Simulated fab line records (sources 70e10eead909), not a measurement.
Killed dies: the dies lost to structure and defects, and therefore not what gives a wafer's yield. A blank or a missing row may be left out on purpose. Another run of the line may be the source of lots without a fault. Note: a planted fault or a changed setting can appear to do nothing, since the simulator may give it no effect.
fab line records    flow nand_harc
record lots=6  wafers=18  last_day=32
route steps=1302 shown A_DECK1_JOINT@533 A_ONON_D2@545
lots untouched by any fault: they come from a run of this same line in which no faults occurred
start_h: the number of hours between the record's first day and the start of the first shown wafer of the lot    wait_h: hours since the lot's step before    " as in the row above    L1.1+2: a single row standing in for several wafers    - no value, or no start given    * or withheld: withheld    < > ~ a bound
route shown NAME@n: names a module that has steps shown in the file, with the first one's number in the route    usual: mean/standard deviation taken from wafers without a fault    same: alike in all rows    chamber/n: place in a boat    sites: the reading at each site    _std_site: standard deviation of those values    _edge_site: inner sites' mean taken away from outer sites' mean    radius_mm: for every site, how far away it sits from the centre of the wafer    mask NAME#n: copy n    behind: the last tool/chamber to shape the wafer    hold: cause of the lot's hold/its duration in hours/its outcome    device: whichever transistor did not switch (one of n, p or np)    end of line: at the end of the route, the tests of the same wafers    for a step that has no rows: nothing shown but its recipe    killed: dies lost to structure and defects at the first sort, not the wafer's yield    map: a wafer's dies, x killed, . not, _ none there
set.NAME: the setting as run; set.NAME@STEP: as run at that earlier step    model.NAME: the simulator's own value behind a step, which no gauge read
lots seen at some steps along the route; tables by step, rows by wafer
services: a tool's chamber out of use, with start hour (start_h, from the record's first day; less than 0 if before it), hours out, and reason
## steps
# step NHARC_A_DECK1_JOINT_CVD_34
# recipe target_thk_a=200  temp_c=700  pressure_mtorr=300  material=SiNx
# step NHARC_A_DECK1_JOINT_DEP_06
# recipe target_thk_a=800  temp_c=65  material=SiOx
# step NHARC_A_DECK1_JOINT_CURE_26
# recipe temp_c=150  time_s=32  pressure_atm=0.395
# step NHARC_A_DECK1_JOINT_ANNEAL_27
# recipe temp_c=400  time_s=3600  idle_temp_c=300  ramp_up_c_per_min=10  densification_p_h2o_torr=640
# step NHARC_A_DECK1_JOINT_ANNEAL_28
# recipe temp_c=500  time_s=1800  idle_temp_c=400  ramp_up_c_per_min=10  densification_p_h2o_torr=640
# step NHARC_A_DECK1_JOINT_ANNEAL_29
# recipe temp_c=750  time_s=1800  idle_temp_c=500  ramp_up_c_per_min=10  ramp_down_c_per_min=3
# step NHARC_A_DECK1_JOINT_CMP_02
# recipe material=SiOx
# usual motor_current_A=12.1/1.3
lot.wafer  tool    chamber  start_h  wait_h  motor_current_A
L510.3     cmp-01  3        298.19   0.4     14.0
L510.6     "       1        "        "       13.8
L510.5     "       2        "        "       14.2
L513.3     cmp-02  3        318.48   0.4     12.4
L513.4     "       1        "        "       11.4
L513.5     "       0        "        "       10.4
L519.2     cmp-01  3        391.09   0.4     13.4
L519.4     "       0        "        "       10.6
L519.6     "       0        "        "       10.4
L527.3     cmp-02  3        466.64   0.4     12.5
L527.4     "       0        "        "       10.6
L527.5     "       1        "        "       11.2
L528.1     cmp-01  0        474.47   0.4     10.1
L528.4     "       2        "        "       14.3
L528.5     "       0        "        "       10.8
L529.1     cmp-03  0        480.03   0.4     12.0
L529.5     "       0        "        "       11.2
L529.6     "       1        "        "       10.1
# step NHARC_A_DECK1_JOINT_SRD_15
# step NHARC_A_DECK1_JOINT_DEP_16
# recipe target_thk_a=450  temp_c=400  pressure_torr=6.5  rf_w=900  teos_flow_sccm=161.4  flow_sccm=2650  target_thk_nm=45  gas=O2  material=SiO2
# usual chamber_pressure_Torr=6.500/0.015  heater_power_w=583/120  throttle_valve_pct=15.6/0.34
lot.wafer  tool      chamber  start_h  wait_h  chamber_pressure_Torr  heater_power_w  throttle_valve_pct
L510.3     pecvd-04  2        298.59   0.1     6.501                  621             15.1
L510.5     "         1        "        "       6.486                  592             16.2
L510.6     "         2        "        "       6.516                  639             15.3
L513.3     pecvd-04  2        318.90   0.1     6.506                  617             15.1
L513.5     "         1        "        "       6.464                  527             15.9
L513.4     "         0        "        "       6.515                  724             15.5
L519.2     pecvd-01  1        391.53   0.1     6.515                  566             15.5
L519.6     "         2        "        "       6.508                  399             15.6
L519.4     "         1        "        "       6.536                  570             15.5
L527.3     pecvd-01  1        467.00   0.1     6.500                  688             15.5
L527.4     "         0        "        "       6.479                  587             16.0
L527.5     "         2        "        "       6.512                  423             15.5
L528.1     pecvd-02  1        474.88   0.1     6.487                  699             15.8
L528.5     "         1        "        "       6.502                  712             16.3
L528.4     "         2        "        "       6.507                  452             15.1
L529.1     pecvd-01  1        480.48   0.1     6.521                  573             15.6
L529.6     "         2        "        "       6.487                  434             15.5
L529.5     "         0        "        "       6.533                  624             16.0
# step NHARC_A_DECK1_JOINT_THK_MEAS_17
# recipe thk_meas_gauge=ellipsometry
# usual thk_nm=45.2/1.2
lot.wafer  tool           chamber  start_h  wait_h  thk_nm
L510.3     film_metro-02  -        298.81   0.2     44.7
L510.5     "              -        "        "       46.6
L510.6     "              -        "        "       44.7
L513.3     film_metro-01  -        319.15   0.2     44.9
L513.4     "              -        "        "       45.9
L513.5     "              -        "        "       44.8
L519.2     film_metro-01  -        391.76   0.2     46.6
L519.4     "              -        "        "       46.9
L519.6     "              -        "        "       44.0
L527.3     film_metro-02  -        467.26   0.2     46.4
L527.4     "              -        "        "       47.0
L527.5     "              -        "        "       46.2
L528.1     film_metro-01  -        475.16   0.3     45.5
L528.4     "              -        "        "       45.2
L528.5     "              -        "        "       45.0
L529.1     film_metro-02  -        480.70   0.2     45.9
L529.5     "              -        "        "       45.6
L529.6     "              -        "        "       44.9
# step NHARC_A_DECK1_JOINT_INSPECT_05
# usual raw_defect_count=329/120
lot.wafer  tool               chamber  start_h  wait_h  raw_defect_count
L510.3     defect_inspect-02  -        298.85   0.0     244
L510.5     "                  -        "        "       310
L510.6     "                  -        "        "       197
L513.3     defect_inspect-01  -        319.19   0.0     519
L513.4     "                  -        "        "       528
L513.5     "                  -        "        "       404
L519.2     defect_inspect-02  -        391.79   0.0     469
L519.4     "                  -        "        "       282
L519.6     "                  -        "        "       274
L527.3     defect_inspect-01  -        467.29   0.0     344
L527.4     "                  -        "        "       262
L527.5     "                  -        "        "       506
L528.1     defect_inspect-02  -        475.20   0.0     280
L528.4     "                  -        "        "       308
L528.5     "                  -        "        "       174
L529.1     defect_inspect-01  -        480.74   0.0     372
L529.5     "                  -        "        "       238
L529.6     "                  -        "        "       396
# step NHARC_A_ONON_D2_DEP_00
# recipe target_thk_a=10000  n2_flow_sccm=2750  n2o_flow_sccm=2000  nh3_flow_sccm=500  sih4_flow_sccm=210  temp_c=400
lot.wafer   tool           chamber  start_h  wait_h
L510.3+5+6  pecvd_onon-02  0        299.03   0.2
L513.3+4+5  pecvd_onon-02  0        319.37   0.2
L519.2+4+6  pecvd_onon-04  0        392.06   0.3
L527.3+4+5  pecvd_onon-02  0        467.47   0.2
L528.1+4+5  pecvd_onon-04  0        475.26   0.1
L529.1+5+6  pecvd_onon-04  0        480.80   0.1
# step NHARC_A_ONON_D2_THK_MEAS_02
# recipe thk_meas_gauge=ellipsometry
# usual thk_nm=1005/12
lot.wafer  tool           chamber  start_h  wait_h  hold                      thk_nm
L510.3     film_metro-02  -        299.42   -       -                         1034
L510.5     "              -        "        "       -                         1033
L510.6     "              -        "        "       -                         1033
L513.3     film_metro-02  -        319.77   -       -                         995
L513.4     "              -        "        "       -                         993
L513.5     "              -        "        "       -                         994
L519.2     film_metro-01  -        392.51   -       -                         988
L519.4     "              -        "        "       -                         991
L519.6     "              -        "        "       -                         989
L527.3     film_metro-01  -        467.86   -       -                         1011
L527.4     "              -        "        "       -                         1009
L527.5     "              -        "        "       -                         1010
L528.1     film_metro-02  -        475.77   -       await_dispo/0.2h/release  1511
L528.4     "              -        "        "       await_dispo/0.2h/release  1510
L528.5     "              -        "        "       await_dispo/0.2h/release  1510
L528.1     film_metro-02  -        475.94   0.2     -                         1513
L528.4     "              -        "        "       -                         1511
L528.5     "              -        "        "       -                         1511
L529.1     film_metro-02  -        481.31   -       await_dispo/0.2h/release  1524
L529.5     "              -        "        "       await_dispo/0.2h/release  1524
L529.6     "              -        "        "       await_dispo/0.2h/release  1525
L529.1     film_metro-02  -        481.48   0.2     -                         1523
L529.5     "              -        "        "       -                         1523
L529.6     "              -        "        "       -                         1523
## services
tool           chamber  start_h  hours  kind
cmp-01         -        283.50   4.0    pm
cmp-01         -        287.50   -      consumable_replace:conditioner
cmp-01         -        287.50   -      consumable_replace:pad
cmp-01         -        302.01   3.2    repair
pecvd_onon-04  -        311.00   13.0   pm
pecvd-01       -        311.15   13.0   pm
pecvd-01       0        311.15   13.0   vent_cycle
pecvd-01       -        329.37   1.4    repair
cmp-02         -        331.74   4.0    pm
pecvd-04       1        351.39   2.8    repair
cmp-03         -        355.13   1.5    repair
cmp-03         -        359.02   4.0    pm
pecvd_onon-02  -        366.00   13.0   pm
cmp-02         -        374.08   2.7    repair
pecvd-01       0        379.19   1.7    repair
cmp-01         -        381.50   4.0    pm
pecvd-02       -        408.31   13.0   pm
cmp-02         -        412.05   0.5    repair
pecvd-04       1        413.22   5.2    repair
cmp-02         -        429.74   4.0    pm
pecvd-04       -        450.40   13.0   pm
cmp-03         -        457.02   4.0    pm
cmp-02         -        477.69   3.1    repair
cmp-01         -        479.50   4.0    pm
## key
first_sign step=NHARC_A_ONON_D2_THK_MEAS_02  reading=visit  direction=added
effect step=NHARC_A_ONON_D2_THK_MEAS_02  reading=thk_nm  direction=up  sigmas=43  usual=1005  struck=1517
met_at NHARC_A_ONON_D2_DEP_00
struck_wafers L528.1,L528.4,L528.5,L529.1,L529.5,L529.6
later_rows_left_out L528.1,L528.4,L528.5,L529.1,L529.5,L529.6
sort_left_out L528.1,L528.4,L528.5,L529.1,L529.5,L529.6
tester_left_out L528,L529
onset_between 392.06 475.26
also_fits time
fault kind=process_parameter_drift  tool=pecvd_onon-04  chamber=0  onset_h=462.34  steps=NHARC_A_ONON_D2_DEP_00  channel=target_thk_a  offset=*  shape=step  end_h=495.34  acts_in=*  stated=*
# tester_left_out: of these lots the tester's yield and bins aren't shown, on N5 and GAA mostly nor the transistor test; their killed dies are dies lost to structure and defects alone, not to doping, threshold or leakage, so they don't give the yield
# sort_left_out: the simulated sort isn't trusted on such a fault, so these wafers' sort isn't shown, and their yield isn't known
# later_rows_left_out: the simulator's readings of these wafers behind a module that went badly wrong aren't trusted and aren't shown, but for the sort
